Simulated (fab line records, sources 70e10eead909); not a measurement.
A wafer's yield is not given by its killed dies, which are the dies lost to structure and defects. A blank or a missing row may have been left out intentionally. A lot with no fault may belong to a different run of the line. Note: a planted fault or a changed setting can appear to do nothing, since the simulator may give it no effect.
Chamber matching    flow nandHarc    NHARC_A_M0_CMP_23 on cmp-03 has 4 sister chambers
The step polishes, t overpolish 20 s, target thk 113.75 nm. 7 wafers are shown with their chamber, then 7 later ones without.

WAFERS PAIRED WITH THEIR CHAMBERS
wafer   chamber  motorCurrentA (A)  timeToEndpointS (s)
L081.4  1        12.7               34
L082.3  2        13.9               29
L082.5  2        13.6               33
L089.4  3        10.0               35
L089.5  0        10.7               31
L091.1  0        10.0               34
L091.3  3        10.7               35

WAFERS MISSING THEIR CHAMBER
wafer   motorCurrentA (A)  timeToEndpointS (s)
L091.4  13.9               31
L092.1  13.1               33
L092.2  13.5               30
L092.5  12.3               32
L094.2  10.8               31
L094.3  10.6               33
L094.4  13.3               30

WHICH CHAMBER EACH WENT THROUGH
wafer   from the rows above      in truth
L091.4  2                        2
L092.1  can't be placed: 1 or 2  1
L092.2  can't be placed: 2 or 1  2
L092.5  1                        1
L094.2  can't be placed: 0 or 3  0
L094.3  can't be placed: 0 or 3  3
L094.4  can't be placed: 2 or 1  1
Correct placement for 2 of the 7. Not placeable from these rows: 5 (in 5, the candidates include the true chamber). Wrongly placed: 0.
How it was worked out, from the rows above alone: a wafer's distance from a chamber is the root of the sum, over the readings, of the square of ((its reading less the chamber's mean) divided by the reading's scatter). The wafer belongs to the nearest chamber; if the next one is less than 2 further off, it can't be placed. For every chamber, the mean is computed from those of its wafers that are shown. How the scatter is found: for the shown wafers, subtract from each reading the mean of its chamber, square and add these, divide the total by (wafers less chambers), then take the root.
